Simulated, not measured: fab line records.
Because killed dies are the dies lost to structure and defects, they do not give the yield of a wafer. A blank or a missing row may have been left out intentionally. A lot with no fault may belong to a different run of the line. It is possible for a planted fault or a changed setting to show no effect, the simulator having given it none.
A lot that was struck, set against a sound lot || flow n5Finfet || 13 out of 1938 route steps
Sound: wafers L497.2, L497.3, L497.6. Struck: wafers L496.3, L496.4, L496.6. Last of all comes the cause.
At each step with rows: each side's tool, then ch and its chambers, then its first start. Under that, the readings that differ: sound wafers || struck wafers || difference of the means || sigmas: that difference in standard deviations of wafers without a fault.
alike: readings whose means differ by less than 2 such deviations, and words and numbers that are the same on both sides. not compared: withheld readings, readings that some wafer has no value for, bounds like >300 that may hide the same value, and numbers for which the record gives no deviation and whose values overlap.
The two part at a step that has a row with sigmas, a row that says differs or no value, or rows on one side only. When numbers do not overlap yet have no deviation, they are printed without sigmas and do not part them. A reading that every wafer of one side lacks parts them only if that side has two wafers or more.

first, 9 steps without rows for these wafers: N5_SDB_DESCUM_16 (chemistry O2, time 7.9 s); N5_SDB_ETCH_17 (etches SiARC in CF4, target depth 23.4 nm, time 39 s); N5_SDB_ETCH_18 (etches SOC in N2/H2, target depth 100 nm, overetch 20 nm, time 150 s); N5_SDB_STRIP_19 (strips in N2/H2); N5_SDB_STRIP_21 (strips in CF4); N5_SDB_HM_OPEN_20 (chemistry CH3F/O2, target SiNx, stops on poly-Si, target depth 24 nm); N5_SDB_STRIP_22 (strips in N2/H2); N5_SDB_PRECLEAN_23 (cleans in dHF, time 30 s); N5_SDB_DUMMY_REMOVE_24 (chemistry TMAH, target poly-Si, stops on SiO2, target depth 142 nm, time 57 s, rinse time 30 s).
N5_SDB_ETCH_25: etches SiO2 in C4F6/O2, target depth 10 nm, time 3.3 s.
  sound on rieDiel-04 ch 0,1,3, day 7 13:08; struck on rieDiel-02 ch 2,3, day 7 06:17
  no value came back on the struck wafers for any of 8 readings (C4F6_flow_sccm (sccm), O2_flow_sccm (sccm) and others); on the sound wafers C4F6_flow_sccm (sccm) reads 9.98 10.01 10.00
  not compared: rfHoursCounterH
then, 1 step without rows for these wafers: N5_SDB_CUT_ETCH_26 (etches Si in HBr/Cl2/O2, target depth 129.6 nm, bt time 20 s, time 51.8 s).
N5_BEOL_M4_RC_MEAS_101:
  the record has rows for the sound wafers here (prober-01 ch 0, day 11 19:49) and none for the struck ones
-- here the record skips 9 days between the struck wafers' starts before and after, leaving off in module BEOL_M4 and picking up in module PASSIVATION (first step shown: number 1936 of the route) --
N5_PASSIVATION_PROBE_49:
  struck on prober-01, day 16 06:37; sound on prober-02, day 16 03:04
{"reading": "defectLimitedYield (%)", "sound": "91.4 91.2 91.2", "struck": "0 0 0", "difference": -91, "sigmas": -61}
{"reading": "killedAtFrontEnd", "sound": "43 37 47", "struck": "1109 1113 1112", "difference": "+1069", "sigmas": "+89"}
{"reading": "killedAtOther", "sound": "8 3 15", "struck": "2 0 2", "difference": -7, "sigmas": -2}
{"reading": "killedDies", "sound": "102 104 104", "struck": "1180 1180 1180", "difference": "+1077", "sigmas": "+60"}
{"reading": "killedOnRim", "sound": "15 6 12", "struck": "152 152 152", "difference": "+141", "sigmas": "+30"}
{"reading": "sort_bin_5_function (%)", "sound": "4.7 4.8 5.0", "struck": "96.8 95.9 96.3", "difference": "+91.5", "sigmas": "+93"}
{"reading": "sortNPass", "sound": "1078 1076 1076", "struck": "0 0 0", "difference": -1077, "sigmas": -60}
{"reading": "sortYieldPct (%)", "sound": "91.4 91.2 91.2", "struck": "0 0 0", "difference": -91, "sigmas": -61}
  alike: killed_at_M0_to_M3, killed_at_M4_up, killedAtContacts, killedOpen, killedShort, sort_bin_6_memory

WHERE THEY PART
Earliest at N5_SDB_ETCH_25; latest, in this record, at N5_PASSIVATION_PROBE_49.

WHY: the cause the simulator had injected
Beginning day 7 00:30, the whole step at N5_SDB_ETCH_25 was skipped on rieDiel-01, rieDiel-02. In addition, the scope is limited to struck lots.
